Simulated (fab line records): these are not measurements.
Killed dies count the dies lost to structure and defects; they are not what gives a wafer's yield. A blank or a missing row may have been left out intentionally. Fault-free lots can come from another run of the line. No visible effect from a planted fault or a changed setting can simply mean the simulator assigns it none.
fab line records ; flow n5_finfet
record: lots: 5; wafers: 12; last_day: 15
route steps=1938 shown BEOL_M10@1527 BEOL_M11@1536
lots that met no fault: taken from a fault-free run of the same line
start_h: hours from the record's first day to the start of the lot's first wafer shown ; wait_h: hours since the lot's step before ; " same as the row above ; L1.1+2: a single row standing in for several wafers ; - no value, or no start given ; * or withheld: withheld ; < > ~ a bound
route shown NAME@n: names a module that has steps shown in the file, with the first one's number in the route ; usual: mean/standard deviation of fault-free wafers ; same: alike in all rows ; chamber/n: place in a boat ; sites: each site's reading ; _std_site: standard deviation of those values ; _edge_site: the outer-site mean with the inner-site mean subtracted ; radius_mm: for every site, how far away it sits from the centre of the wafer ; mask NAME#n: copy n ; behind: tool/chamber where the wafer was last shaped ; hold: reason for holding the lot/hours on hold/outcome of the hold ; device: names the non-switching transistor (n, p or np) ; end of line: the same wafers' tests at the end of the route ; for a step that has no rows: nothing shown but its recipe ; killed: count of dies lost to structure and defects at first sort (not the wafer's yield) ; map: per-die view of a wafer (x killed, . not killed, _ where there is no die)
set.NAME: the setting as run; set.NAME@STEP: as run at that earlier step ; model.NAME: the simulator's own value behind a step, which no gauge read
lots seen at some steps along the route; tables by step, rows by wafer
services: when a tool's chamber went out of use (start_h, in hours from the record's first day, below 0 if earlier), for how many hours, and the reason
== steps ==
step: N5_BEOL_M10_SPUTTER_48
recipe: material: Cu; target_thk_a: 120; temp_c: -20; bias_v: 60; power_w: 26000; chamber_pressure_pa: 0.13; time_s: 2
step: N5_BEOL_M10_ECD_50
recipe: material: Cu; target_thk_a: 3180
step: N5_BEOL_M10_ANNEAL_51
recipe: temp_c: 225; time_s: 90; ambient: N2
step: N5_BEOL_M10_CMP_52
recipe: stop_on: SiCOH_lowk; t_overpolish_s: 7; down_force_psi: 1; platen_rpm: 50; clearing_platen_down_force_psi: 1.5; clearing_platen_rpm: 50; post_cmp_clean: cu_alkaline; target_thk_nm: 140; clearing_platen_pad_velocity_m_s: 0.99484; pad_velocity_m_s: 0.99484
step: N5_BEOL_M10_PRE_CLEAN_55
recipe: gas: NH3; time_s: 15; temp_c: withheld; rf_power_w: 300
step: N5_BEOL_M10_DEP_56
recipe: material: SiCN; target_thk_a: 150; temp_c: withheld; precursor: 3MS/NH3; pressure_torr: 3; rf_w: 202; time_s: 26.5
step: N5_BEOL_M11_ILD_DEP_00
recipe: material: SiCOH_lowk; target_thk_a: 3085.1; temp_c: 300; precursor: DEMS/porogen; pressure_torr: 5; rf_w: 500; time_s: 58
step: N5_BEOL_M11_CURE_71
recipe: temp_c: 385; time_s: 240; ambient: He/Ar; material: SiCOH_lowk
step: N5_BEOL_M11_PECVD_70
recipe: material: SiO2; target_thk_a: 200; temp_c: 400; precursor: TEOS/O2; pressure_torr: 5.5; rf_w: 450; teos_flow_sccm: 53.8; gas: O2; flow_sccm: 3000; time_s: 22.7
usual: heater_power_outer_w: 397/48; heater_power_w: 685/74; showerhead_plenum_p_Torr: 8.79/0.083; throttle_valve_pct: 23.0/0.9
lot.wafer;tool;chamber;start_h;wait_h;heater_power_outer_w;heater_power_w;showerhead_plenum_p_Torr;since_wet_clean_h;throttle_valve_pct;model.SiO2_of_BEOL_M11_PECVD_70.thk_nm
L135.2;pecvd-02;0;260.14;0.0;413;671;8.74;1145;23.4;20
L135.4;pecvd-02;1;260.14;0.0;424;731;8.92;-;23.4;20.2
L135.5;pecvd-02;2;260.14;0.0;360;660;8.66;-;21.7;20.4
L142.2;pecvd-01;0;291.00;0.0;463;743;8.84;995;24.0;20.2
L142.5;pecvd-01;0;291.00;0.0;458;752;8.85;-;24.1;20.6
L142.6;pecvd-01;1;291.00;0.0;475;809;8.77;-;22.9;19.8
L143.2;pecvd-02;0;301.06;0.0;414;658;8.71;1186;23.4;10.6
L143.4;pecvd-02;0;301.06;0.0;420;679;8.74;-;23.2;20.8
L144.2;pecvd-02;1;308.45;0.0;424;747;8.90;1919;23.5;10.6
L144.6;pecvd-02;0;308.45;0.0;418;666;8.76;-;23.3;10.8
L146.4;pecvd-02;0;310.06;0.1;376;631;8.73;-;23.4;20.8
L146.6;pecvd-02;2;310.06;0.1;328;614;8.67;-;22.2;11
step: N5_BEOL_M11_HM_DEP_02
recipe: material: TiN; target_thk_a: 200; temp_c: 25; chamber_pressure_pa: 0.49996
step: N5_BEOL_M11_COAT_59
recipe: resist: SOC; temp_c: 250; time_s: 60; spin_rpm: 1500; resist_thk_nm: 100
step: N5_BEOL_M11_COAT_60
recipe: resist: SiARC; temp_c: 220; time_s: 60; spin_rpm: 1500; resist_thk_nm: 30
step: N5_BEOL_M11_COAT_05
recipe: resist: CAR-ArF; spin_rpm: 1500; resist_thk_nm: 90
step: N5_BEOL_M11_EBR_07
recipe: solvent: PGMEA; ebr_width_mm: 1.5
step: N5_BEOL_M11_SOFTBAKE_06
recipe: temp_c: 110; time_s: 60; resist: CAR-ArF
step: N5_BEOL_M11_EXPOSE_08
recipe: mask_id: M11; na: 1.35; source_shape: dipole; sigma_inner: 0.411; sigma_outer: 0.611; polarization: te; dose_mj: 53.75
step: N5_BEOL_M11_PEB_09
recipe: peb_temp_c: withheld; peb_time_s: 60; resist: CAR-ArF
step: N5_BEOL_M11_DEVELOP_10
recipe: develop_time_s: 30; developer: TMAH; resist: CAR-ArF; rinse_liquid: diw; dry: air_spin; dev_temp_c: 23
step: N5_BEOL_M11_DESCUM_16
recipe: chemistry: O2; time_s: 7.9; source_power_w: 50; bias_power_w: 20; pressure_mtorr: 20; rf_frequency_hz: 2.712e+07; temp_c: 40; resist: CAR-ArF; o2_flow_sccm: 225
step: N5_BEOL_M11_ETCH_61
recipe: chemistry: CF4; target: SiARC; target_depth_a: 390; mask_material: CAR-ArF; time_s: 65; ion_energy_ev: 80; pressure_mtorr: 40; source_w: 545; bias_w: 36; Ar_flow_sccm: 100; cf4_flow_sccm: 100; ends: cleared
step: N5_BEOL_M11_ETCH_62
recipe: chemistry: N2/H2; target: SOC; target_depth_a: 1100; overetch_a: 220; mask_material: SiARC; temp_c: 40; time_s: 165; ion_energy_ev: 200; pressure_mtorr: 30; source_w: 840; bias_w: 150; n2_flow_sccm: 200; h2_flow_sccm: 200
step: N5_BEOL_M11_STRIP_68
recipe: chemistry: N2/H2; temp_c: 40; n2_flow_sccm: 200; h2_flow_sccm: 200; rf_frequency_hz: 6e+07
step: N5_BEOL_M11_STRIP_67
recipe: chemistry: CF4; resist: SiARC; power_w: 300; bias_power_w: 75; pressure_mtorr: 50; cf4_flow_sccm: 150; rf_frequency_hz: 6e+07
step: N5_BEOL_M11_HM_OPEN_17
recipe: chemistry: Cl2/BCl3; target_depth_a: 200; overetch_a: 60; target: TiN; mask_material: SOC; ion_energy_ev: 150; pressure_mtorr: 10; icp_w: 1000; bias_w: 126; Cl2_flow_sccm: 53.25; bcl3_flow_sccm: 21.75; Ar_flow_sccm: 25
step: N5_BEOL_M11_STRIP_19
recipe: chemistry: O2; power_w: 400; temp_c: 40; pressure_mtorr: 30; rf_frequency_hz: 6e+07; bias_power_w: 0; overash_fraction: 0.2; o2_flow_sccm: 225
step: N5_BEOL_M11_COAT_63
recipe: resist: SOC; temp_c: 250; time_s: 60; spin_rpm: 1500; resist_thk_nm: 100
step: N5_BEOL_M11_COAT_64
recipe: resist: SiARC; temp_c: 220; time_s: 60; spin_rpm: 1500; resist_thk_nm: 30
step: N5_BEOL_M11_COAT_22
recipe: resist: CAR-ArF; spin_rpm: 1500; resist_thk_nm: 90
step: N5_BEOL_M11_EBR_24
recipe: solvent: PGMEA; ebr_width_mm: 1.5
step: N5_BEOL_M11_SOFTBAKE_23
recipe: temp_c: 110; time_s: 60; resist: CAR-ArF
step: N5_BEOL_M11_EXPOSE_25
recipe: mask_id: V10; na: 1.35; source_shape: annular; sigma_inner: 0.5; sigma_outer: 0.8; polarization: unpolarized; dose_mj: 85.5
step: N5_BEOL_M11_PEB_26
recipe: peb_temp_c: withheld; peb_time_s: 60; resist: CAR-ArF
step: N5_BEOL_M11_DEVELOP_27
recipe: develop_time_s: 30; developer: TMAH; resist: CAR-ArF; rinse_liquid: diw; dry: air_spin; dev_temp_c: 23
step: N5_BEOL_M11_HM_STRIP_39
recipe: chemistry: peroxide_tin_strip; material: TiN; target_depth_a: 250; temp_c: 50; time_s: 158
lot.wafer;tool;chamber;start_h;wait_h;model.SiO2_of_BEOL_M11_PECVD_70.thk_nm
L135.2+4;wet_bench-04;6,2;265.02;0.0;20
L135.5;wet_bench-04;5;265.02;0.0;20.2
L142.2;wet_bench-04;4;298.61;0.0;20
L142.5;wet_bench-04;2;298.61;0.0;20.4
L142.6;wet_bench-04;1;298.61;0.0;19.8
L143.2;wet_bench-04;6;306.17;0.0;10.4
L143.4;wet_bench-04;7;306.17;0.0;20.6
L144.2;wet_bench-01;2;310.82;0.0;10.4
L144.6;wet_bench-01;1;310.82;0.0;10.6
L146.4;wet_bench-04;5;314.13;0.0;20.6
L146.6;wet_bench-04;4;314.13;0.0;10.8
step: N5_BEOL_M11_CMP_52
recipe: stop_on: SiCOH_lowk; t_overpolish_s: 7; down_force_psi: 1; platen_rpm: 50; clearing_platen_down_force_psi: 1.5; clearing_platen_rpm: 50; post_cmp_clean: cu_alkaline; target_thk_nm: 140; clearing_platen_pad_velocity_m_s: 0.99484; pad_velocity_m_s: 0.99484
usual: barrier_field_endpoint_s: 29.0/1; edge_zone_pressure_frac: 1.000/0.0049; motor_current_A: 6.0/0.58; retaining_ring_pressure_frac: 1.000/0.0051
lot.wafer;tool;chamber;start_h;wait_h;barrier_field_endpoint_s;edge_zone_pressure_frac;motor_current_A;retaining_ring_pressure_frac
L135.2;cmp-04;2;268.74;0.2;28.6;0.994;6.6;1.001
L135.4;cmp-04;1;268.74;0.2;29.2;1.005;7.2;1.006
L135.5;cmp-04;2;268.74;0.2;28.5;0.998;6.5;1.000
L142.2;cmp-04;2;300.54;0.3;28.5;1.004;6.6;0.995
L142.5;cmp-04;1;300.54;0.3;29.6;0.999;6.9;1.007
L142.6;cmp-04;2;300.54;0.3;27.8;1.000;6.4;0.993
L143.2;cmp-02;2;308.76;0.2;17.1;0.999;5.2;0.999
L143.4;cmp-02;0;308.76;0.2;28.6;0.994;5.4;0.990
L144.2;cmp-04;3;312.54;0.2;17.5;0.997;6.2;0.995
L144.6;cmp-04;2;312.54;0.2;17.2;1.000;6.5;1.008
L146.4;cmp-01;3;315.91;0.3;29.5;1.005;5.5;1.003
L146.6;cmp-01;1;315.91;0.3;18.9;1.004;6.8;1.002
== services ==
tool;chamber;start_h;hours;kind
cmp-04;-;244.19;3.7;pm
cmp-02;-;244.28;4.8;pm
cmp-02;-;256.68;4.0;pm
cmp-02;-;260.68;-;consumable_replace:conditioner
cmp-02;-;260.68;-;consumable_replace:pad
pecvd-01;2;261.82;2.1;scheduled_down
cmp-04;-;275.10;4.0;pm
cmp-04;-;279.10;-;consumable_replace:conditioner
cmp-04;-;279.10;-;consumable_replace:pad
cmp-02;-;292.57;1.2;repair
pecvd-01;0;294.15;5.0;scheduled_down
pecvd-01;2;298.12;1.9;repair
pecvd-01;-;301.37;14.6;pm
cmp-01;-;303.99;0.9;repair
cmp-01;-;305.30;2.1;repair
cmp-04;-;306.94;3.3;pm
== key ==
first_sign: step: N5_BEOL_M11_CMP_52; reading: barrier_field_endpoint_s; direction: down; sigmas: 11; usual: 29.0; struck: 17.7
effect none on later readings
model_effect: step: N5_BEOL_M11_PECVD_70; value: SiO2_of_BEOL_M11_PECVD_70.thk_nm; without: 20.4; struck: 10.75
model_effect: step: N5_BEOL_M11_HM_STRIP_39; value: SiO2_of_BEOL_M11_PECVD_70.thk_nm; without: 20.25; struck: 10.55
met_at N5_BEOL_M11_PECVD_70
struck_wafers L143.2,L144.2,L144.6,L146.6
onset_between 260.14 301.06
fault: kind: process_parameter_drift; tool: pecvd-02; chamber: -; onset_h: 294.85; steps: N5_BEOL_M11_PECVD_70; channel: time_s; offset: *; shape: step; end_h: 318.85; scope: struck_wafers_only; acts_in: *; stated: *
